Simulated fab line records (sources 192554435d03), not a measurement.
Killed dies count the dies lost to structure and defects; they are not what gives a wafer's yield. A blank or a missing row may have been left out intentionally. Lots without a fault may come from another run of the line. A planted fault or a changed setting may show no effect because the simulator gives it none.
Chamber matching || flow n5Finfet || 3 sister chambers for N5_BEOL_M2_CO_CAP_55 on cvdCo-01
The step material Co, precursor CCTBA/H2, target thk 2 nm, time 102.1 s. 22 wafers are shown with their chamber, then 11 later ones without.

WAFERS WITH THEIR CHAMBER
{"wafer": "L074.2", "chamber": 2, "heaterPowerW (W)": 243}
{"wafer": "L074.3", "chamber": 1, "heaterPowerW (W)": 233}
{"wafer": "L074.6", "chamber": 0, "heaterPowerW (W)": 238}
{"wafer": "L078.2", "chamber": 1, "heaterPowerW (W)": 235}
{"wafer": "L078.3", "chamber": 2, "heaterPowerW (W)": 243}
{"wafer": "L078.6", "chamber": 1, "heaterPowerW (W)": 229}
{"wafer": "L084.3", "chamber": 2, "heaterPowerW (W)": 243}
{"wafer": "L084.4", "chamber": 1, "heaterPowerW (W)": 237}
{"wafer": "L084.6", "chamber": 2, "heaterPowerW (W)": 235}
{"wafer": "L088.1", "chamber": 1, "heaterPowerW (W)": 233}
{"wafer": "L088.3", "chamber": 0, "heaterPowerW (W)": 239}
{"wafer": "L088.4", "chamber": 2, "heaterPowerW (W)": 245}
{"wafer": "L090.1", "chamber": 1, "heaterPowerW (W)": 241}
{"wafer": "L090.3", "chamber": 0, "heaterPowerW (W)": 242}
{"wafer": "L090.5", "chamber": 2, "heaterPowerW (W)": 243}
{"wafer": "L091.3", "chamber": 0, "heaterPowerW (W)": 242}
{"wafer": "L091.5", "chamber": 2, "heaterPowerW (W)": 239}
{"wafer": "L091.6", "chamber": 0, "heaterPowerW (W)": 239}
{"wafer": "L093.2", "chamber": 2, "heaterPowerW (W)": 244}
{"wafer": "L093.4", "chamber": 0, "heaterPowerW (W)": 242}
{"wafer": "L093.6", "chamber": 2, "heaterPowerW (W)": 245}
{"wafer": "L092.1", "chamber": 1, "heaterPowerW (W)": 231}

SIGNATURES, as means of the wafers listed above
{"reading": "heaterPowerW", "chamber 0": 240.33, "chamber 1": 234.14, "chamber 2": 242.22, "scatter within a chamber": 3.21}
Rule: a wafer lies at a distance from a chamber equal to the root of the sum of squares, over the readings, of (its reading less the chamber's mean, divided by the reading's scatter). The wafer belongs to the nearest chamber; if the next one is less than 2 further off, it can't be placed. The scatter: the root of (the sum of the squares of (reading less its chamber's mean) over the shown wafers, divided by (wafers less chambers)).

WAFERS WITHOUT THEIR CHAMBER
{"wafer": "L092.2", "heaterPowerW (W)": 248}
{"wafer": "L092.3", "heaterPowerW (W)": 241}
{"wafer": "L095.1", "heaterPowerW (W)": 235}
{"wafer": "L095.3", "heaterPowerW (W)": 231}
{"wafer": "L095.6", "heaterPowerW (W)": 235}
{"wafer": "L097.1", "heaterPowerW (W)": 248}
{"wafer": "L097.3", "heaterPowerW (W)": 239}
{"wafer": "L097.6", "heaterPowerW (W)": 235}
{"wafer": "L096.1", "heaterPowerW (W)": 239}
{"wafer": "L096.4", "heaterPowerW (W)": 239}
{"wafer": "L096.5", "heaterPowerW (W)": 231}

EACH ONE'S CHAMBER
{"wafer": "L092.2", "from the rows above": "can't be placed: 2 or 0", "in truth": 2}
{"wafer": "L092.3", "from the rows above": "can't be placed: 0 or 2 or 1", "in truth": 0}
{"wafer": "L095.1", "from the rows above": "can't be placed: 1 or 0 or 2", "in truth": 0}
{"wafer": "L095.3", "from the rows above": "can't be placed: 1 or 0", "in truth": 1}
{"wafer": "L095.6", "from the rows above": "can't be placed: 1 or 0 or 2", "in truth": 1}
{"wafer": "L097.1", "from the rows above": "can't be placed: 2 or 0", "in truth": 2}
{"wafer": "L097.3", "from the rows above": "can't be placed: 0 or 2 or 1", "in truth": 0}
{"wafer": "L097.6", "from the rows above": "can't be placed: 1 or 0 or 2", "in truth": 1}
{"wafer": "L096.1", "from the rows above": "can't be placed: 0 or 2 or 1", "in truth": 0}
{"wafer": "L096.4", "from the rows above": "can't be placed: 0 or 2 or 1", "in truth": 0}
{"wafer": "L096.5", "from the rows above": "can't be placed: 1 or 0", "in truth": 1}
Correctly placed: 0 of 11. Can't be placed from these rows: 11 (the true chamber is among the candidates in 11). Number placed wrongly: 0.
